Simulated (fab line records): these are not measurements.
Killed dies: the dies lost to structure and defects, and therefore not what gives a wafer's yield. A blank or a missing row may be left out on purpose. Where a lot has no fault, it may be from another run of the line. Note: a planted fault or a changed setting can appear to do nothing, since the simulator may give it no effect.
Which tool did it? || flow n5Finfet || 33 wafers from 11 lots sampled at 3 of the route's 1938 steps

WHAT THE GAUGES READ, wafer by wafer
N5_BEOL_M13_RS_MEAS_54: the measuring method here is four-point-probe.
{"lot": "L891", "measured": "day 13 01:53", "on": "filmMetro-01", "M13_RS (ohm/sq)": "0.0447 0.0451 0.0444"}
{"lot": "L890", "measured": "day 13 02:52", "on": "filmMetro-02", "M13_RS (ohm/sq)": "0.0444 0.0449 0.0448"}
{"lot": "L893", "measured": "day 13 18:26", "on": "filmMetro-01", "M13_RS (ohm/sq)": "0.0444 0.0441 0.0445"}
{"lot": "L896", "measured": "day 14 04:07", "on": "filmMetro-01", "M13_RS (ohm/sq)": "0.0450 0.0447 0.0459"}
{"lot": "L894", "measured": "day 14 05:37", "on": "filmMetro-01", "M13_RS (ohm/sq)": "0.0446 0.0447 0.0459"}
{"lot": "L895", "measured": "day 14 06:04", "on": "filmMetro-01", "M13_RS (ohm/sq)": "0.0440 0.0448 0.0447"}
{"lot": "L898", "measured": "day 15 01:46", "on": "filmMetro-01", "M13_RS (ohm/sq)": "0.0448 0.0461 0.0462"}
{"lot": "L901", "measured": "day 16 01:06", "on": "filmMetro-02", "M13_RS (ohm/sq)": "0.0456 0.0454 0.0449"}
{"lot": "L910", "measured": "day 17 17:52", "on": "filmMetro-01", "M13_RS (ohm/sq)": "0.0444 0.0451 0.0445"}
{"lot": "L911", "measured": "day 17 23:56", "on": "filmMetro-01", "M13_RS (ohm/sq)": "0.0454 0.0463 0.0452"}
{"lot": "L912", "measured": "day 18 12:55", "on": "filmMetro-02", "M13_RS (ohm/sq)": "0.0459 0.0464 0.0462"}

N5_BEOL_M14_CD_MEAS_17 targets a cd of 250 nm.
{"lot": "L891", "measured": "day 13 04:08", "on": "cdSem-02", "cdNm (nm)": "247.1 251.4 254.6"}
{"lot": "L890", "measured": "day 13 04:29", "on": "cdSem-01", "cdNm (nm)": "258.5 254.1 253.2"}
{"lot": "L893", "measured": "day 13 20:10", "on": "cdSem-03", "cdNm (nm)": "251.2 251.1 248.2"}
{"lot": "L896", "measured": "day 14 05:13", "on": "cdSem-03", "cdNm (nm)": "250.1 252.8 249.2"}
{"lot": "L894", "measured": "day 14 06:49", "on": "cdSem-02", "cdNm (nm)": "254.2 256.1 255.0"}
{"lot": "L895", "measured": "day 14 07:10", "on": "cdSem-01", "cdNm (nm)": "254.6 251.3 251.7"}
{"lot": "L898", "measured": "day 15 02:50", "on": "cdSem-03", "cdNm (nm)": "255.5 254.9 252.1"}
{"lot": "L901", "measured": "day 16 02:38", "on": "cdSem-03", "cdNm (nm)": "250.3 249.8 255.4"}
{"lot": "L910", "measured": "day 17 19:05", "on": "cdSem-01", "cdNm (nm)": "256.5 252.3 250.3"}
{"lot": "L911", "measured": "day 18 01:13", "on": "cdSem-03", "cdNm (nm)": "253.9 249.5 252.9"}
{"lot": "L912", "measured": "day 18 14:07", "on": "cdSem-03", "cdNm (nm)": "253.7 251.8 254.8"}

WHICH TOOL RAN EACH LOT (tool, then ch and the chambers of the sampled wafers, then the start)
{"lot": "L891", "N5_BEOL_M14_STRIP_64": "rieDiel-03 ch 0,1,2, day 13 04:08 or earlier"}
{"lot": "L890", "N5_BEOL_M14_STRIP_64": "rieDiel-03 ch 1,3, day 13 04:29 or earlier"}
{"lot": "L893", "N5_BEOL_M14_STRIP_64": "rieDiel-03 ch 2,3, day 13 20:10 or earlier"}
{"lot": "L896", "N5_BEOL_M14_STRIP_64": "rieDiel-01 ch 0,1,3, day 14 05:13 or earlier"}
{"lot": "L894", "N5_BEOL_M14_STRIP_64": "rieDiel-03 ch 1,3, day 14 06:49 or earlier"}
{"lot": "L895", "N5_BEOL_M14_STRIP_64": "rieDiel-05 ch 0,1,2, day 14 07:10 or earlier"}
{"lot": "L898", "N5_BEOL_M14_STRIP_64": "rieDiel-03 ch 0,3, day 15 02:50 or earlier"}
{"lot": "L901", "N5_BEOL_M14_STRIP_64": "rieDiel-03 ch 0,1,2, day 16 02:38 or earlier"}
{"lot": "L910", "N5_BEOL_M14_STRIP_64": "rieDiel-05 ch 0,1,3, day 17 19:05 or earlier"}
{"lot": "L911", "N5_BEOL_M14_STRIP_64": "rieDiel-01 ch 2,3, day 18 01:13 or earlier"}
{"lot": "L912", "N5_BEOL_M14_STRIP_64": "rieDiel-01 ch 2,3, day 18 14:07 or earlier"}
- N5_BEOL_M14_STRIP_64: strips in O2.

WHAT THE TOOLS THEMSELVES READ (means of the sampled wafers that have a number; where no wafer has one, the mark that the record gives instead)
N5_BEOL_M14_STRIP_64.
{"lot": "L891", "tool": "rieDiel-03", "drypumpMotorCurrentA (A)": 5.5, "oesProductAu (a.u.)": 0.87, "rfVppV (V)": 3.6, "showerheadPlenumPTorr (Torr)": 2.23, "throttleValvePct (%)": 16.53}
{"lot": "L890", "tool": "rieDiel-03", "drypumpMotorCurrentA (A)": 5.8, "oesProductAu (a.u.)": 0.78, "rfVppV (V)": 3.7, "showerheadPlenumPTorr (Torr)": 2.16, "throttleValvePct (%)": 16.68}
{"lot": "L893", "tool": "rieDiel-03", "drypumpMotorCurrentA (A)": 5.9, "oesProductAu (a.u.)": 0.84, "rfVppV (V)": 4.1, "showerheadPlenumPTorr (Torr)": 2.20, "throttleValvePct (%)": 16.69}
{"lot": "L896", "tool": "rieDiel-01", "drypumpMotorCurrentA (A)": 6.0, "oesProductAu (a.u.)": 0.81, "rfVppV (V)": 3.6, "showerheadPlenumPTorr (Torr)": 2.10, "throttleValvePct (%)": 16.74}
{"lot": "L894", "tool": "rieDiel-03", "drypumpMotorCurrentA (A)": 6.1, "oesProductAu (a.u.)": 0.72, "rfVppV (V)": 3.5, "showerheadPlenumPTorr (Torr)": 2.12, "throttleValvePct (%)": 16.70}
{"lot": "L895", "tool": "rieDiel-05", "drypumpMotorCurrentA (A)": 5.6, "oesProductAu (a.u.)": 0.80, "rfVppV (V)": 3.9, "showerheadPlenumPTorr (Torr)": 2.06, "throttleValvePct (%)": 16.78}
{"lot": "L898", "tool": "rieDiel-03", "drypumpMotorCurrentA (A)": 6.2, "oesProductAu (a.u.)": 0.74, "rfVppV (V)": 3.5, "showerheadPlenumPTorr (Torr)": 2.12, "throttleValvePct (%)": 16.58}
{"lot": "L901", "tool": "rieDiel-03", "drypumpMotorCurrentA (A)": 5.6, "oesProductAu (a.u.)": 0.84, "rfVppV (V)": 3.5, "showerheadPlenumPTorr (Torr)": 2.22, "throttleValvePct (%)": 16.58}
{"lot": "L910", "tool": "rieDiel-05", "drypumpMotorCurrentA (A)": 5.5, "oesProductAu (a.u.)": 0.78, "rfVppV (V)": 3.6, "showerheadPlenumPTorr (Torr)": 2.02, "throttleValvePct (%)": 16.82}
{"lot": "L911", "tool": "rieDiel-01", "drypumpMotorCurrentA (A)": 6.0, "oesProductAu (a.u.)": 0.78, "rfVppV (V)": 3.7, "showerheadPlenumPTorr (Torr)": 2.14, "throttleValvePct (%)": 16.82}
{"lot": "L912", "tool": "rieDiel-01", "drypumpMotorCurrentA (A)": 5.5, "oesProductAu (a.u.)": 0.79, "rfVppV (V)": 3.5, "showerheadPlenumPTorr (Torr)": 2.07, "throttleValvePct (%)": 16.61}

THE ANSWER, worked out from the rows above alone
Rule: the usual values come from the lots themselves. Put in order of their means at a reading, lots are off if they are a third of the lots or fewer, leave a main group of 4 or more, and stand apart from it by a gap of 3 or more times the standard deviation of the main group's means; of several such gaps the widest counts. Not used: any main group whose means are identical at the precision the tables above print for the reading. A lot without any number at a reading at which 4 lots or more have one is off too. Where the step has rows for the other lots, those lots are counted as sound. Order of review: gauges by route order, followed by the tools' own readings, for which a lot's mean as printed above is used. The first step at which some lot is off is used, and at that step the reading that is off furthest; a lot without a number counts as furthest.
No lot is off on any of the readings shown, so nothing can be concluded from this.

WHAT THE SIMULATOR HAD INSERTED
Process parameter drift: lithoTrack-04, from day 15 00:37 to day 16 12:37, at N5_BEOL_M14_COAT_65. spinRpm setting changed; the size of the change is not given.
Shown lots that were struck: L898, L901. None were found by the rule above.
